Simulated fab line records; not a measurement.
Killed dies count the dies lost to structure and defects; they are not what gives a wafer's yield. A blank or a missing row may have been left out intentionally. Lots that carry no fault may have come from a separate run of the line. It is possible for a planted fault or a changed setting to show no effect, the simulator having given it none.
Matching of chambers    flow n5_finfet    cmp-02 running N5_PMOS_HMC_CHANNEL_EPI_CMP_21: 4 sister chambers
The step polishes SiGe30, target thk 54 nm. 18 wafers are shown with their chamber, then 9 later ones without.

== WAFERS PAIRED WITH THEIR CHAMBERS ==
wafer   chamber  motor_current_A (A)  retaining_ring_pressure_frac
L828.1  1        14.2                 1.000
L828.5  0        13.0                 0.997
L828.6  1        14.9                 0.998
L829.1  0        12.6                 1.000
L829.3  3        12.7                 0.997
L829.5  3        12.8                 1.006
L830.1  0        12.6                 1.000
L830.2  3        12.4                 0.996
L830.4  2        11.8                 1.002
L834.1  0        13.0                 1.006
L834.3  2        11.9                 1.006
L834.5  2        11.7                 1.004
L835.1  3        12.7                 1.007
L835.3  2        11.6                 0.996
L835.6  1        15.1                 0.999
L837.1  2        11.7                 0.998
L837.4  1        15.3                 1.004
L837.5  2        11.9                 1.002

SIGNATURES, as means of the wafers listed above
reading                       chamber 0  chamber 1  chamber 2  chamber 3  scatter within a chamber
motor_current_A               12.800     14.875     11.767     12.650     0.269
retaining_ring_pressure_frac  1.00075    1.00025    1.00133    1.00150    0.00409
Rule: a wafer lies at a distance from a chamber equal to the root of the sum of squares, over the readings, of (its reading less the chamber's mean, divided by the reading's scatter). The wafer belongs to the nearest chamber; if the next one is less than 2 further off, it can't be placed. How the scatter is found: for the shown wafers, subtract from each reading the mean of its chamber, square and add these, divide the total by (wafers less chambers), then take the root.

== WAFERS WITH NO CHAMBER GIVEN ==
wafer   motor_current_A (A)  retaining_ring_pressure_frac
L838.1  12.7                 0.994
L838.4  12.2                 0.993
L838.6  11.0                 0.992
L839.3  12.6                 0.996
L839.4  12.0                 0.999
L839.6  11.6                 1.002
L840.2  12.7                 1.002
L840.3  11.7                 0.991
L840.5  12.8                 1.012

== THE CHAMBER EACH PASSED THROUGH ==
wafer   from the rows above           in truth
L838.1  can't be placed: 0 or 3       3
L838.4  can't be placed: 2 or 3 or 0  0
L838.6  2                             2
L839.3  can't be placed: 3 or 0       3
L839.4  can't be placed: 2 or 3 or 0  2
L839.6  2                             2
L840.2  can't be placed: 3 or 0       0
L840.3  can't be placed: 2 or 3       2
L840.5  can't be placed: 3 or 0       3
Correctly placed: 2 of 9. Cannot be placed on the basis of these rows: 7; the candidates contain the true chamber in 7. Placed wrongly: 0.
